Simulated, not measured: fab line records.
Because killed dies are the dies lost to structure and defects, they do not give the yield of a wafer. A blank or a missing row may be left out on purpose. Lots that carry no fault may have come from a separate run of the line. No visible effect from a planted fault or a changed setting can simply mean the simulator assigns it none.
fab line records	flow n5_finfet
record: lots: 4	wafers: 12	last_day: 18
route steps=1938 shown BEOL_M3@961 BEOL_M4@1111 PASSIVATION@1936
lots untouched by any fault: they come from a run of this same line in which no faults occurred
start_h: start of the lot's first displayed wafer, in hours after the record's first day	wait_h: how many hours have passed since the lot's step before this one	" as in the row above	L1.1+2: a row that stands for several wafers	- no value, or no start given	* or withheld: withheld	< > ~ a bound
route shown NAME@n: a module of which the file shows steps, and the number in the route of the first	usual: mean/standard deviation taken from wafers without a fault	same: alike in all rows	chamber/n: place in a boat	sites: readings site by site	_std_site: standard deviation of those values	_edge_site: outer sites' mean less inner sites'	radius_mm: for every site, how far away it sits from the centre of the wafer	mask NAME#n: copy n	behind: the most recent tool/chamber to have shaped the wafer	hold: why the lot went on hold/how many hours it stayed there/how the hold came to an end	device: transistor that didn't switch, given as n, p or np	end of line: tests run on the same wafers once the route is complete	for a step that has no rows: nothing shown but its recipe	killed: dies that structure and defects cost at the first sort, which is not the same as the wafer's yield	map: shows each die of a wafer: x if killed, . if not, _ if none is there
set.NAME: the setting as run; set.NAME@STEP: as run at that earlier step	model.NAME: the simulator's own value behind a step, which no gauge read
a table for each step, a row for each wafer; lots at some steps of the route
== steps ==
step: N5_BEOL_M3_EBR_24
recipe: solvent: PGMEA	ebr_width_mm: 1.5
step: N5_BEOL_M3_SOFTBAKE_23
recipe: temp_c: 110	time_s: 60	resist: CAR-EUV
step: N5_BEOL_M3_EXPOSE_25
recipe: mask_id: V2	na: 0.33	source_shape: quasar	sigma_inner: 0.2	sigma_outer: 0.8	polarization: unpolarized	defocus_nm: 5	dose_mj: 63
step: N5_BEOL_M3_PEB_26
recipe: peb_temp_c: 100	peb_time_s: 60	resist: CAR-EUV
step: N5_BEOL_M3_DEVELOP_27
recipe: develop_time_s: 30	developer: TMAH	resist: CAR-EUV	rinse_liquid: surfactant_rinse	dry: air_spin	dev_temp_c: 23
step: N5_BEOL_M3_DESCUM_33
recipe: chemistry: O2	time_s: 7	source_power_w: 50	bias_power_w: 20	pressure_mtorr: 20	rf_frequency_hz: 2.712e+07	temp_c: 40	resist: CAR-EUV	o2_flow_sccm: 225
step: N5_BEOL_M3_ETCH_77
recipe: chemistry: N2/H2	target: underlayer	target_depth_a: 65	mask_material: CAR-EUV	time_s: 5.2	ion_energy_ev: 200	pressure_mtorr: 30	source_w: 840	bias_w: 150	n2_flow_sccm: 200	h2_flow_sccm: 200	ends: cleared
step: N5_BEOL_M3_ETCH_69
recipe: chemistry: CF4	target: SiARC	target_depth_a: 156	mask_material: CAR-EUV	time_s: 26	ion_energy_ev: 80	pressure_mtorr: 40	source_w: 545	bias_w: 36	Ar_flow_sccm: 100	cf4_flow_sccm: 100	ends: cleared
step: N5_BEOL_M3_ALD_98
recipe: material: SiO2	target_thk_a: 25	temp_c: 100	ald_precursor_family: BDEAS	ald_co_reactant: O2-plasma	pulse_time_s: 1	co_reactant_pulse_time_s: 1	purge_time_s: 2	co_reactant_purge_time_s: 2	ald_cycles: 17	pressure_torr: 2
step: N5_BEOL_M3_ETCHBACK_99
recipe: chemistry: CHF3	target: SiO2	target_depth_a: 50	time_s: 10.4	source_w: 215	bias_w: 47	Ar_flow_sccm: 200	CHF3_flow_sccm: 12	ion_energy_ev: 100	pressure_mtorr: 30
usual: CHF3_flow_sccm: 12.00/0.035	bias_w: 46.97/0.13	drypump_motor_current_A: 5.8/0.47	oes_product_au: 0.82/0.067	rf_vpp_V: 242/7.6	showerhead_plenum_p_Torr: 2.16/0.069	throttle_valve_pct: 16.97/0.17	time_s: 10.4/0
lot.wafer	tool	chamber	start_h	wait_h	CHF3_flow_sccm	bias_w	drypump_motor_current_A	oes_product_au	rf_hours_counter_h	rf_vpp_V	showerhead_plenum_p_Torr	throttle_valve_pct	time_s
L863.1	rie_diel-01	2	189.40	9.8	12.01	47.06	5.3	0.91	22	246	2.11	16.77	10.4
L863.4	"	3	"	"	11.97	46.78	6.0	0.86	51	230	2.22	17.13	10.4
L863.6	"	2	"	"	11.97	46.74	5.3	0.91	-	248	2.11	16.74	10.4
L871.2	rie_diel-01	1	234.54	5.0	-	-	-	-	-	-	-	-	-
L871.4	"	3	"	"	-	-	-	-	-	-	-	-	-
L871.5	"	2	"	"	-	-	-	-	-	-	-	-	-
L872.1	rie_diel-01	2	238.87	9.1	-	-	-	-	-	-	-	-	-
L872.3	"	1	"	"	-	-	-	-	-	-	-	-	-
L872.4	"	0	"	"	-	-	-	-	-	-	-	-	-
L882.1	rie_diel-01	1	295.93	7.2	12.01	47.29	5.4	0.81	67	246	2.12	16.83	10.4
L882.4	"	2	"	"	12.00	46.86	5.2	0.85	55	247	2.09	16.81	10.4
L882.5	"	1	"	"	12.01	46.99	5.4	0.80	-	247	2.12	16.83	10.4
step: N5_BEOL_M3_ETCH_70
recipe: chemistry: N2/H2	target: SOC	target_depth_a: 800	overetch_a: 160	mask_material: SiARC	temp_c: 40	time_s: 120	ion_energy_ev: 200	pressure_mtorr: 30	source_w: 840	bias_w: 150	n2_flow_sccm: 200	h2_flow_sccm: 200
step: N5_BEOL_M4_RC_MEAS_101
usual: DIBL_N: 37.2/2.5	DIBL_P: 38/3	IOFF_N: 0.17/0.044	IOFF_P: 0.24/0.059	ION_N: 667/13	ION_P: 461/7.9	SS_N: 71.8/0.86	SS_P: 73.6/0.92	VT_N: 250/4.1	VT_P: -249/3.9
lot.wafer	tool	chamber	start_h	wait_h	DIBL_N[mV/V]	DIBL_P[mV/V]	IOFF_N[nA/um]	IOFF_P[nA/um]	ION_N[uA/um]	ION_P[uA/um]	SS_N[mV/dec]	SS_P[mV/dec]	VT_N[mV]	VT_P[mV]
L863.1	prober-02	0	203.44	0.0	34.0	32	0.10	0.15	645	453	70.5	72.7	256	-253
L863.4	"	0	"	"	34.9	34	0.12	0.19	653	456	70.8	72.9	255	-250
L863.6	"	0	"	"	30.7	29	0.07	0.11	639	451	69.5	71.3	261	-257
L882.1	prober-02	0	314.09	0.0	31.5	33	0.09	0.15	642	449	70.5	72.2	260	-256
L882.4	"	0	"	"	34.6	34	0.13	0.17	657	447	70.6	72.6	256	-253
L882.5	"	0	"	"	35.4	35	0.14	0.18	660	454	71.4	72.5	252	-253
step: N5_PASSIVATION_PROBE_49
usual: defect_limited_yield: 91.5/1.4	killed_at_M0_to_M3: 32/11	killed_at_M4_up: 12/4.4	killed_at_contacts: 13/6.1	killed_at_front_end: 39/12	killed_at_other: 3.9/3	killed_dies: 100/17	killed_on_rim: 13/3.9	killed_open: 66/12	killed_short: 33/7.4	sort_bin_5_function: 5.0/0.95	sort_bin_6_memory: 3.2/0.66	sort_bin_8_speed: 0.0/0.33	sort_n_pass: 1079/17	sort_yield_pct: 91.4/1.5
same: gross_dies: 1180	killed_at_back_side: 0	sort_bin_4_leakage[%]: 0
lot.wafer	tool	chamber	start_h	wait_h	defect_limited_yield[%]	killed_at_M0_to_M3	killed_at_M4_up	killed_at_contacts	killed_at_front_end	killed_at_other	killed_dies	killed_on_rim	killed_open	killed_short	sort_bin_5_function[%]	sort_bin_6_memory[%]	sort_bin_8_speed[%]	sort_n_pass	sort_yield_pct[%]
L863.1	prober-02	-	309.93	0.0	92.5	23	15	12	34	4	88	13	58	29	4.4	2.6	0.2	1090	92.4
L863.4	prober-02	-	310.08	0.2	90.5	24	25	9	48	6	112	15	76	33	5.7	3.3	0	1068	90.5
L863.6	prober-02	-	310.18	0.3	90.8	21	18	11	50	9	109	19	67	39	5.4	3.5	0.1	1070	90.7
L872.1	prober-02	-	349.25	0.0	0	1137	17	4	22	0	1180	152	34	19	98.2	1.8	0	0	0
L872.3	prober-02	-	349.35	0.1	0	1127	14	16	22	1	1180	152	61	28	97.0	3.0	0	0	0
L872.4	prober-02	-	349.40	0.2	0	1128	13	9	25	5	1180	152	61	30	96.4	3.2	0	0	0
L871.2	prober-02	-	353.66	0.1	0	1101	15	11	46	7	1180	152	81	29	95.8	3.9	0	0	0
L871.4	prober-02	-	353.76	0.2	0	1132	4	7	29	8	1180	152	40	35	97.5	2.2	0	0	0
L871.5	prober-02	-	353.81	0.2	0	1100	9	10	50	11	1180	152	80	35	95.9	3.7	0	0	0
L882.1	prober-02	-	422.25	0.0	91.6	23	9	10	51	6	99	9	66	32	4.7	3.6	0	1081	91.6
L882.4	prober-02	-	422.40	0.2	91.4	26	13	10	46	7	102	18	73	28	4.6	3.9	0	1078	91.4
L882.5	prober-02	-	422.45	0.2	91.6	31	10	7	46	5	99	8	74	24	5.0	3.2	0	1081	91.6
killed by level:class
L863.1 FIN_SAQP:geometric_particle:open=11 MOL_CONTACT_COAG:geometric_particle:open=10 BEOL_M4:geometric_particle:open=7 FIN_SAQP:geometric_particle:short=6 DUMMY_GATE:geometric_particle:open=6 GATE_CUT:geometric_particle:short=5 STI_FIN_REVEAL:geometric_particle:open=5 BEOL_M0_SAQP:geometric_particle:short=5
L863.4 BEOL_M4:geometric_particle:open=15 FIN_SAQP:geometric_particle:open=14 STI_FIN_REVEAL:geometric_particle:open=8 BEOL_M0_SAQP:geometric_particle:open=8 FIN_SAQP:geometric_particle:short=6 BEOL_M0_SAQP:geometric_particle:short=6 MOL_CONTACT_COAG:geometric_particle:open=6 DUMMY_GATE:geometric_particle:open=4
L863.6 BEOL_M4:geometric_particle:open=12 FIN_SAQP:geometric_particle:open=11 MOL_CONTACT_COAG:geometric_particle:open=9 GATE_CUT:geometric_particle:short=7 PASS1_DEP:geometric_particle:short=7 FIN_SAQP:geometric_particle:short=6 STARTING-WAFER:geometric_particle:open=6 DUMMY_GATE:geometric_particle:open=5
L872.1 BEOL_M3:area_etchback=1124 BEOL_M4:geometric_particle:open=7 STI_FIN_REVEAL:geometric_particle:open=5 STARTING-WAFER:geometric_particle:open=5 BEOL_M1:geometric_particle:open=4 BEOL_M0_SAQP:geometric_particle:short=4 MOL_CONTACT_COAG:geometric_particle:open=3 BEOL_M4:geometric_particle:short=3
L872.3 BEOL_M3:area_etchback=1090 MOL_CONTACT_COAG:geometric_particle:open=14 BEOL_M0_SAQP:geometric_particle:open=10 BEOL_M0_SAQP:geometric_particle:short=9 BEOL_M1:geometric_particle:open=7 BEOL_M4:geometric_particle:open=6 BEOL_M2:geometric_particle:open=5 DUMMY_GATE:geometric_particle:open=4
L872.4 BEOL_M3:area_etchback=1089 MOL_CONTACT_COAG:geometric_particle:open=8 BEOL_M0_SAQP:geometric_particle:short=8 BEOL_M0_SAQP:geometric_particle:open=7 BEOL_M4:geometric_particle:open=7 BEOL_M1:geometric_particle:open=6 BEOL_M2:geometric_particle:open=6 DUMMY_GATE:geometric_particle:open=5
L871.2 BEOL_M3:area_etchback=1068 STI_FIN_REVEAL:geometric_particle:open=17 MOL_CONTACT_COAG:geometric_particle:open=10 BEOL_M1:geometric_particle:open=10 BEOL_M0_SAQP:geometric_particle:short=9 BEOL_M0_SAQP:geometric_particle:open=8 FIN_SAQP:geometric_particle:short=7 FIN_SAQP:geometric_particle:open=7
L871.4 BEOL_M3:area_etchback=1105 MOL_CONTACT_COAG:geometric_particle:open=6 BEOL_M0_SAQP:geometric_particle:short=6 BEOL_M0_SAQP:geometric_particle:open=6 BEOL_M2:geometric_particle:open=6 FIN_SAQP:geometric_particle:open=5 ILD0:geometric_particle:short=5 STI_FIN_REVEAL:geometric_particle:open=4
L871.5 BEOL_M3:area_etchback=1064 STI_FIN_REVEAL:geometric_particle:open=19 BEOL_M3:geometric_particle:open=12 BEOL_M0_SAQP:geometric_particle:open=7 FIN_SAQP:geometric_particle:short=6 MOL_CONTACT_COAG:geometric_particle:open=6 STARTING-WAFER:geometric_particle:open=6 BEOL_M1:geometric_particle:open=5
L882.1 GATE_CUT:geometric_particle:open=12 FIN_SAQP:geometric_particle:short=9 GATE_CUT:geometric_particle:short=8 FIN_SAQP:geometric_particle:open=6 DUMMY_GATE:geometric_particle:open=6 MOL_CONTACT_COAG:geometric_particle:open=6 BEOL_M2:geometric_particle:open=6 BEOL_M1:geometric_particle:open=5
L882.4 MOL_CONTACT_COAG:geometric_particle:open=10 DUMMY_GATE:geometric_particle:open=9 BEOL_M1:geometric_particle:open=9 STI_FIN_REVEAL:geometric_particle:open=8 GATE_CUT:geometric_particle:open=6 GATE_CUT:geometric_particle:short=6 BEOL_M2:geometric_particle:open=5 BEOL_M6:geometric_particle:open=5
L882.5 FIN_SAQP:geometric_particle:open=10 MOL_CONTACT_COAG:geometric_particle:open=7 BEOL_M3:geometric_particle:open=7 BEOL_M1:geometric_particle:open=7 DUMMY_GATE:geometric_particle:open=6 GATE_CUT:geometric_particle:open=6 BEOL_M0_SAQP:geometric_particle:short=6 GATE_CUT:geometric_particle:short=5
map L871.2 (x killed, . not)
_________________xxxxxxxxxxxx________________
______________xxxxxxxxxxxxxxxxxx_____________
___________xxxxxxxxxxxxxxxxxxxxxxxx__________
__________xxxxxxxxxxxxxxxxxxxxxxxxxx_________
________xxxxxxxxxxxxxxxxxxxxxxxxxxxxxx_______
_______xxxxxxxxxxxxxxxxxxxxxxxxxxxxxxxx______
______xxxxxxxxxxxxxxxxxxxxxxxxxxxxxxxxxx_____
_____xxxxxxxxxxxxxxxxxxxxxxxxxxxxxxxxxxxx____
____xxxxxxxxxxxxxxxxxxxxxxxxxxxxxxxxxxxxxx___
___xxxxxxxxxxxxxxxxxxxxxxxxxxxxxxxxxxxxxxxx__
___xxxxxxxxxxxxxxxxxxxxxxxxxxxxxxxxxxxxxxxx__
__xxxxxxxxxxxxxxxxxxxxxxxxxxxxxxxxxxxxxxxxxx_
__xxxxxxxxxxxxxxxxxxxxxxxxxxxxxxxxxxxxxxxxxx_
_xxxxxxxxxxxxxxxxxxxxxxxxxxxxxxxxxxxxxxxxxxxx
_xxxxxxxxxxxxxxxxxxxxxxxxxxxxxxxxxxxxxxxxxxxx
_xxxxxxxxxxxxxxxxxxxxxxxxxxxxxxxxxxxxxxxxxxxx
_xxxxxxxxxxxxxxxxxxxxxxxxxxxxxxxxxxxxxxxxxxxx
_xxxxxxxxxxxxxxxxxxxxxxxxxxxxxxxxxxxxxxxxxxxx
_xxxxxxxxxxxxxxxxxxxxxxxxxxxxxxxxxxxxxxxxxxxx
_xxxxxxxxxxxxxxxxxxxxxxxxxxxxxxxxxxxxxxxxxxxx
_xxxxxxxxxxxxxxxxxxxxxxxxxxxxxxxxxxxxxxxxxxxx
__xxxxxxxxxxxxxxxxxxxxxxxxxxxxxxxxxxxxxxxxxx_
__xxxxxxxxxxxxxxxxxxxxxxxxxxxxxxxxxxxxxxxxxx_
___xxxxxxxxxxxxxxxxxxxxxxxxxxxxxxxxxxxxxxxx__
___xxxxxxxxxxxxxxxxxxxxxxxxxxxxxxxxxxxxxxxx__
____xxxxxxxxxxxxxxxxxxxxxxxxxxxxxxxxxxxxxx___
_____xxxxxxxxxxxxxxxxxxxxxxxxxxxxxxxxxxxx____
______xxxxxxxxxxxxxxxxxxxxxxxxxxxxxxxxxx_____
_______xxxxxxxxxxxxxxxxxxxxxxxxxxxxxxxx______
________xxxxxxxxxxxxxxxxxxxxxxxxxxxxxx_______
__________xxxxxxxxxxxxxxxxxxxxxxxxxx_________
___________xxxxxxxxxxxxxxxxxxxxxxxx__________
______________xxxxxxxxxxxxxxxxxx_____________
_________________xxxxxxxxxxxx________________
map L872.1 (x killed, . not)
_________________xxxxxxxxxxxx________________
______________xxxxxxxxxxxxxxxxxx_____________
___________xxxxxxxxxxxxxxxxxxxxxxxx__________
__________xxxxxxxxxxxxxxxxxxxxxxxxxx_________
________xxxxxxxxxxxxxxxxxxxxxxxxxxxxxx_______
_______xxxxxxxxxxxxxxxxxxxxxxxxxxxxxxxx______
______xxxxxxxxxxxxxxxxxxxxxxxxxxxxxxxxxx_____
_____xxxxxxxxxxxxxxxxxxxxxxxxxxxxxxxxxxxx____
____xxxxxxxxxxxxxxxxxxxxxxxxxxxxxxxxxxxxxx___
___xxxxxxxxxxxxxxxxxxxxxxxxxxxxxxxxxxxxxxxx__
___xxxxxxxxxxxxxxxxxxxxxxxxxxxxxxxxxxxxxxxx__
__xxxxxxxxxxxxxxxxxxxxxxxxxxxxxxxxxxxxxxxxxx_
__xxxxxxxxxxxxxxxxxxxxxxxxxxxxxxxxxxxxxxxxxx_
_xxxxxxxxxxxxxxxxxxxxxxxxxxxxxxxxxxxxxxxxxxxx
_xxxxxxxxxxxxxxxxxxxxxxxxxxxxxxxxxxxxxxxxxxxx
_xxxxxxxxxxxxxxxxxxxxxxxxxxxxxxxxxxxxxxxxxxxx
_xxxxxxxxxxxxxxxxxxxxxxxxxxxxxxxxxxxxxxxxxxxx
_xxxxxxxxxxxxxxxxxxxxxxxxxxxxxxxxxxxxxxxxxxxx
_xxxxxxxxxxxxxxxxxxxxxxxxxxxxxxxxxxxxxxxxxxxx
_xxxxxxxxxxxxxxxxxxxxxxxxxxxxxxxxxxxxxxxxxxxx
_xxxxxxxxxxxxxxxxxxxxxxxxxxxxxxxxxxxxxxxxxxxx
__xxxxxxxxxxxxxxxxxxxxxxxxxxxxxxxxxxxxxxxxxx_
__xxxxxxxxxxxxxxxxxxxxxxxxxxxxxxxxxxxxxxxxxx_
___xxxxxxxxxxxxxxxxxxxxxxxxxxxxxxxxxxxxxxxx__
___xxxxxxxxxxxxxxxxxxxxxxxxxxxxxxxxxxxxxxxx__
____xxxxxxxxxxxxxxxxxxxxxxxxxxxxxxxxxxxxxx___
_____xxxxxxxxxxxxxxxxxxxxxxxxxxxxxxxxxxxx____
______xxxxxxxxxxxxxxxxxxxxxxxxxxxxxxxxxx_____
_______xxxxxxxxxxxxxxxxxxxxxxxxxxxxxxxx______
________xxxxxxxxxxxxxxxxxxxxxxxxxxxxxx_______
__________xxxxxxxxxxxxxxxxxxxxxxxxxx_________
___________xxxxxxxxxxxxxxxxxxxxxxxx__________
______________xxxxxxxxxxxxxxxxxx_____________
_________________xxxxxxxxxxxx________________
== key ==
first_sign: step: N5_BEOL_M3_ETCHBACK_99	reading: tool_record	direction: missing
effect: step: N5_PASSIVATION_PROBE_49	reading: killed_at_M0_to_M3	direction: up	sigmas: 99+	usual: 32	struck: 1121
more_kills_born_at: N5_BEOL_M3_ETCHBACK_99@rie_diel-01: 6540
met_at N5_BEOL_M3_ETCHBACK_99
struck_wafers L871.2,L871.4,L871.5,L872.1,L872.3,L872.4
later_rows_left_out L871.2,L871.4,L871.5,L872.1,L872.3,L872.4
onset_between 189.40 234.54
fault: kind: skipped_step_whole	tool: rie_diel-01	chamber: -	onset_h: 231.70	steps: N5_BEOL_M3_ETCHBACK_99	scope: struck_lots_only
later_rows_left_out: the simulator's readings of these wafers behind a module that went badly wrong aren't trusted and aren't shown, but for the sort
